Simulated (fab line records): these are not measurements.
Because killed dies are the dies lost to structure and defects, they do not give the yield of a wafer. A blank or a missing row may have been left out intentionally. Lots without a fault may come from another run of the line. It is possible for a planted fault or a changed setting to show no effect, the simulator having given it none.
Matching of chambers :: flow n5Finfet :: cmp-04 running N5_ILD0_CMP_12: 4 sister chambers
The step polishes SiNx, stops on poly-Si, t overpolish 6 s, target thk 17.67 nm. 8 wafers are shown with their chamber, then 8 later ones without.

## WAFERS, EACH WITH ITS CHAMBER
wafer: L079.4
chamber: 0
motorCurrentA (A): 7.3
overpolishRunS (s): 5.990

wafer: L083.6
chamber: 0
motorCurrentA (A): 7.5
overpolishRunS (s): 5.992

wafer: L085.4
chamber: 1
motorCurrentA (A): 9.6
overpolishRunS (s): 5.988

wafer: L085.5
chamber: 1
motorCurrentA (A): 9.5
overpolishRunS (s): 5.997

wafer: L089.1
chamber: 3
motorCurrentA (A): 8.6
overpolishRunS (s): 6.001

wafer: L089.2
chamber: 2
motorCurrentA (A): 11.1
overpolishRunS (s): 6.004

wafer: L089.6
chamber: 2
motorCurrentA (A): 11.5
overpolishRunS (s): 6.007

wafer: L091.2
chamber: 3
motorCurrentA (A): 8.5
overpolishRunS (s): 5.994

## WAFERS MISSING THEIR CHAMBER
wafer: L091.4
motorCurrentA (A): 10.9
overpolishRunS (s): 5.999

wafer: L091.5
motorCurrentA (A): 10.6
overpolishRunS (s): 5.996

wafer: L092.2
motorCurrentA (A): 10.5
overpolishRunS (s): 6.007

wafer: L092.4
motorCurrentA (A): 8.2
overpolishRunS (s): 6.003

wafer: L092.5
motorCurrentA (A): 7.2
overpolishRunS (s): 5.993

wafer: L093.1
motorCurrentA (A): 7.4
overpolishRunS (s): 5.996

wafer: L093.4
motorCurrentA (A): 10.8
overpolishRunS (s): 6.007

wafer: L093.6
motorCurrentA (A): 8.4
overpolishRunS (s): 6.011

## THE CHAMBER EACH PASSED THROUGH
wafer: L091.4
from the rows above: 2
in truth: 2

wafer: L091.5
from the rows above: can't be placed: 2 or 1
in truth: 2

wafer: L092.2
from the rows above: can't be placed: 2 or 1
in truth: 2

wafer: L092.4
from the rows above: 3
in truth: 3

wafer: L092.5
from the rows above: 0
in truth: 0

wafer: L093.1
from the rows above: 0
in truth: 0

wafer: L093.4
from the rows above: 2
in truth: 2

wafer: L093.6
from the rows above: 3
in truth: 3
6 of 8 placed correctly. Not placeable from these rows: 2 (in 2, the candidates include the true chamber). 0 placed wrongly.
How it was worked out, from the rows above alone: a wafer's distance from a chamber is the root of the sum, over the readings, of the square of ((its reading less the chamber's mean) divided by the reading's scatter). The wafer belongs to the nearest chamber; if the next one is less than 2 further off, it can't be placed. A chamber's mean is the mean of its shown wafers. The scatter: the root of (the sum of the squares of (reading less its chamber's mean) over the shown wafers, divided by (wafers less chambers)).
